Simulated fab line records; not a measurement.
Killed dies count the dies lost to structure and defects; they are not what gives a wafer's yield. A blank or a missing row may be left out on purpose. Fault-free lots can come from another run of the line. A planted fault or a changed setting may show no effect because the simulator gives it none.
Chamber matching || flow nand harc || NHARC_P_M1_DESCUM_14 on rie diel-01 has 4 sister chambers
The step chemistry O2, time 3 s. 4 wafers are shown with their chamber, then 12 later ones without.

WAFERS, EACH WITH ITS CHAMBER
{"wafer": "L087.4", "chamber": 2, "drypump motor current A (A)": 6.3}
{"wafer": "L088.2", "chamber": 1, "drypump motor current A (A)": 5.7}
{"wafer": "L088.4", "chamber": 0, "drypump motor current A (A)": 6.3}
{"wafer": "L088.5", "chamber": 3, "drypump motor current A (A)": 5.8}

WAFERS WHOSE CHAMBER IS MISSING
{"wafer": "L093.3", "drypump motor current A (A)": 6.3}
{"wafer": "L093.4", "drypump motor current A (A)": 5.8}
{"wafer": "L093.5", "drypump motor current A (A)": 6.3}
{"wafer": "L095.2", "drypump motor current A (A)": 6.2}
{"wafer": "L095.5", "drypump motor current A (A)": 5.8}
{"wafer": "L095.6", "drypump motor current A (A)": 6.2}
{"wafer": "L096.1", "drypump motor current A (A)": 5.8}
{"wafer": "L096.3", "drypump motor current A (A)": 5.7}
{"wafer": "L096.6", "drypump motor current A (A)": 5.8}
{"wafer": "L097.3", "drypump motor current A (A)": 5.7}
{"wafer": "L097.4", "drypump motor current A (A)": 5.8}
{"wafer": "L097.6", "drypump motor current A (A)": 6.3}

EACH ONE'S CHAMBER
{"wafer": "L093.3", "from the rows above": "can't be placed: 0 or 2", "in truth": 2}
{"wafer": "L093.4", "from the rows above": 3, "in truth": 3}
{"wafer": "L093.5", "from the rows above": "can't be placed: 0 or 2", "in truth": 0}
{"wafer": "L095.2", "from the rows above": "can't be placed: 0 or 2", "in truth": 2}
{"wafer": "L095.5", "from the rows above": 3, "in truth": 3}
{"wafer": "L095.6", "from the rows above": "can't be placed: 0 or 2", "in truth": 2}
{"wafer": "L096.1", "from the rows above": 3, "in truth": 3}
{"wafer": "L096.3", "from the rows above": 1, "in truth": 1}
{"wafer": "L096.6", "from the rows above": 3, "in truth": 3}
{"wafer": "L097.3", "from the rows above": 1, "in truth": 1}
{"wafer": "L097.4", "from the rows above": 3, "in truth": 3}
{"wafer": "L097.6", "from the rows above": "can't be placed: 0 or 2", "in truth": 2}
7 of 12 placed correctly. Cannot be placed on the basis of these rows: 5; the candidates contain the true chamber in 5. 0 placed wrongly.
How it was worked out, from the rows above alone: a wafer's distance from a chamber is the root of the sum, over the readings, of the square of ((its reading less the chamber's mean) divided by the reading's scatter). The wafer belongs to the nearest chamber; if the next one is less than 2 further off, it can't be placed. For every chamber, the mean is computed from those of its wafers that are shown. The scatter: with one shown wafer a chamber, the root of the mean of the squares of how far each hidden wafer lies from its nearest shown one.
